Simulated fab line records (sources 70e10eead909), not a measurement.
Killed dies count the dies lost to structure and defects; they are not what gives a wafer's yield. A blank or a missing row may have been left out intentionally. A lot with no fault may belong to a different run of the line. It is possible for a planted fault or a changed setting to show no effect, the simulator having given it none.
A single fault, viewed from 2 desks + flow nand_harc + numbers are kept per desk, each desk with only its own; the story behind them comes last

THE TOOL OWNER'S DESK: litho_track-06
The tool's own readings at NHARC_P_M2_PEB_07 (peb time 65 s): means of the sampled wafers that have a number, for each lot that ran on this tool. If a lot's mean is further than 4 standard deviations from the usual mean, the lot is out of limits and carries the mark OUT (the distance appears in the brackets).
Columns: A = heater_power_total_W at NHARC_P_M2_PEB_07, usual 156.7 W; B = resist_line_temp_C at NHARC_P_M2_PEB_07, usual 22.99 C
| lot  | first seen here | A               | B     |
|------|-----------------|-----------------|-------|
| L392 | day 6 15:26     | 157.1           | 22.92 |
| L398 | day 8 02:01     | 156.6           | 22.97 |
| L400 | day 8 11:32     | 163.9 (+17) OUT | 23.03 |
| L401 | day 8 21:12     | 164.4 (+18) OUT | 22.97 |
Finding of this desk: L400, L401 out of limits; the first was L400 at day 8 11:32, on heater_power_total_W at NHARC_P_M2_PEB_07. Within limits: L392, L398.

METROLOGY DESK
What the gauges read, lot by lot, whatever tool the lot ran on: means of the sampled wafers that have a number. If a lot's mean is further than 4 standard deviations from the usual mean, the lot is out of limits and carries the mark OUT (the distance appears in the brackets).
Columns: A = cd_nm at NHARC_P_M2_CD_MEAS_09, usual 169.7 nm
| lot  | first seen here | A                |
|------|-----------------|------------------|
| L392 | day 6 15:31     | 169.2            |
| L398 | day 8 02:06     | 168.9            |
| L400 | day 8 11:37     | 166.4            |
| L401 | day 8 21:17     | 165.7 (-4.6) OUT |
| L406 | day 10 06:19    | 170.0            |
| L407 | day 10 09:08    | 170.0            |
| L408 | day 10 11:14    | 170.1            |
| L409 | day 10 20:31    | 170.0            |
| L411 | day 11 00:05    | 169.9            |
| L412 | day 11 06:59    | 170.7            |
| L413 | day 11 13:43    | 169.9            |
Finding of this desk: L401 out of limits; the first was L401 at day 8 21:17, on cd_nm at NHARC_P_M2_CD_MEAS_09. Within limits: L392, L398, L400, L406, L407, L408, L409, L411, L412, L413.

ALL TOGETHER
An alarm could have come from the tool owner's desk at day 8 11:32, on L400, L401.
On L401, the metrology desk was in a position to raise an alarm at day 8 21:17.
The metrology desk holds a record of L400, inside its limits.
On litho_track-06, each named lot ran NHARC_P_M2_PEB_07.

WHAT THE SIMULATOR PUT IN
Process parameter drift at NHARC_P_M2_PEB_07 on litho_track-06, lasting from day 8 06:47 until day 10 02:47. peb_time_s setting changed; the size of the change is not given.
Lots struck among those shown: L400, L401.
Time in hours from fault onset to the first out-of-limits reading at each desk: tool owner's desk 5, metrology desk 14.
